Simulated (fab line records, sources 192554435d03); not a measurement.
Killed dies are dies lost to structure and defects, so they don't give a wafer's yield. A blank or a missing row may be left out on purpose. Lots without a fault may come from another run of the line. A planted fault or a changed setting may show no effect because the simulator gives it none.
Which tool did it? | flow n5_finfet | 12 lots, 36 wafers sampled, at 4 steps of a route of 1938

WHAT THE GAUGES READ, wafer by wafer
N5_BEOL_M5_CD_MEAS_11: target cd 27.74 nm.
lot  | measured     | on        | cd_nm (nm)
L075 | day 8 02:43  | cd_sem-02 | 28.1 28.3 28.3
L077 | day 8 18:34  | cd_sem-03 | 28.7 28.2 28.2
L079 | day 8 21:41  | cd_sem-01 | 27.9 27.8 27.7
L081 | day 9 17:40  | cd_sem-03 | 28.4 28.4 27.9
L083 | day 10 09:11 | cd_sem-01 | 28.3 28.1 28.2
L085 | day 10 12:27 | cd_sem-02 | 28.2 28.3 28.1
L088 | day 11 06:02 | cd_sem-02 | 27.8 27.8 28.4
L089 | day 11 22:45 | cd_sem-03 | 28.2 28.1 28.2
L091 | day 12 07:15 | cd_sem-02 | 28.2 27.7 27.7
L093 | day 12 19:27 | cd_sem-02 | 27.9 27.8 28.0
L095 | day 13 06:32 | cd_sem-01 | 28.8 28.2 28.4
L097 | day 13 15:25 | cd_sem-02 | 27.7 27.8 27.8

WHICH TOOL RAN EACH LOT (tool, then ch and the chambers of the sampled wafers, then the start)
lot  | N5_BEOL_M4_SPUTTER_81        | N5_BEOL_M4_PRE_CLEAN_60          | N5_BEOL_M4_CO_CAP_55
L075 | pvd_sputter-02, day 7 20:22  | cvd_co-01 ch 0,1,2, day 7 22:31  | cvd_co-01 ch 0,1,2, day 7 22:34
L077 | pvd_sputter-02, day 8 12:30  | cvd_co-01 ch 0,1, day 8 14:46    | cvd_co-01 ch 0,1, day 8 14:49
L079 | pvd_sputter-03, day 8 16:35  | cvd_co-01 ch 0,1, day 8 18:44    | cvd_co-01 ch 0,1, day 8 18:47
L081 | pvd_sputter-03, day 9 12:23  | cvd_co-01 ch 0,2, day 9 14:32    | cvd_co-01 ch 0,2, day 9 14:35
L083 | pvd_sputter-03, day 10 03:39 | cvd_co-01 ch 0,1, day 10 05:52   | cvd_co-01 ch 0,1, day 10 05:55
L085 | pvd_sputter-02, day 10 06:48 | cvd_co-01 ch 0,2, day 10 08:57   | cvd_co-01 ch 0,2, day 10 08:59
L088 | pvd_sputter-03, day 11 00:34 | cvd_co-01 ch 0,1, day 11 02:52   | cvd_co-01 ch 0,1, day 11 02:54
L089 | pvd_sputter-03, day 11 15:29 | cvd_co-01 ch 1,2, day 11 17:38   | cvd_co-01 ch 1,2, day 11 17:40
L091 | pvd_sputter-02, day 12 02:37 | cvd_co-01 ch 0,1,2, day 12 04:46 | cvd_co-01 ch 0,1,2, day 12 04:48
L093 | pvd_sputter-01, day 12 13:38 | cvd_co-01 ch 0,2, day 12 15:53   | cvd_co-01 ch 0,2, day 12 15:55
L095 | pvd_sputter-02, day 13 00:56 | cvd_co-01 ch 0,1, day 13 03:05   | cvd_co-01 ch 0,1, day 13 03:08
L097 | pvd_sputter-02, day 13 09:57 | cvd_co-02 ch 0,1,2, day 13 12:06 | cvd_co-02 ch 0,1,2, day 13 12:08
- N5_BEOL_M4_SPUTTER_81: material Cu, target thk 4.5 nm, time 8.29 s.
- N5_BEOL_M4_PRE_CLEAN_60: time 15 s.
- N5_BEOL_M4_CO_CAP_55: material Co, precursor CCTBA/H2, target thk 2 nm, time 102.1 s.

THE ANSWER, worked out from the rows above alone
Rule: what is usual is taken from the lots themselves. Put in order of their means at a reading, lots are off if they are a third of the lots or fewer, leave a main group of 4 or more, and stand apart from it by a gap of 3 or more times the standard deviation of the main group's means; of several such gaps the widest counts. A main group whose means are all the same, to the digits that the tables above print for the reading, isn't used. A lot without any number at a reading at which 4 lots or more have one is off too. The other lots that the step has rows for count as sound.
No lot is off at any reading shown: from this, nothing can be told.

WHAT THE SIMULATOR HAD PUT IN
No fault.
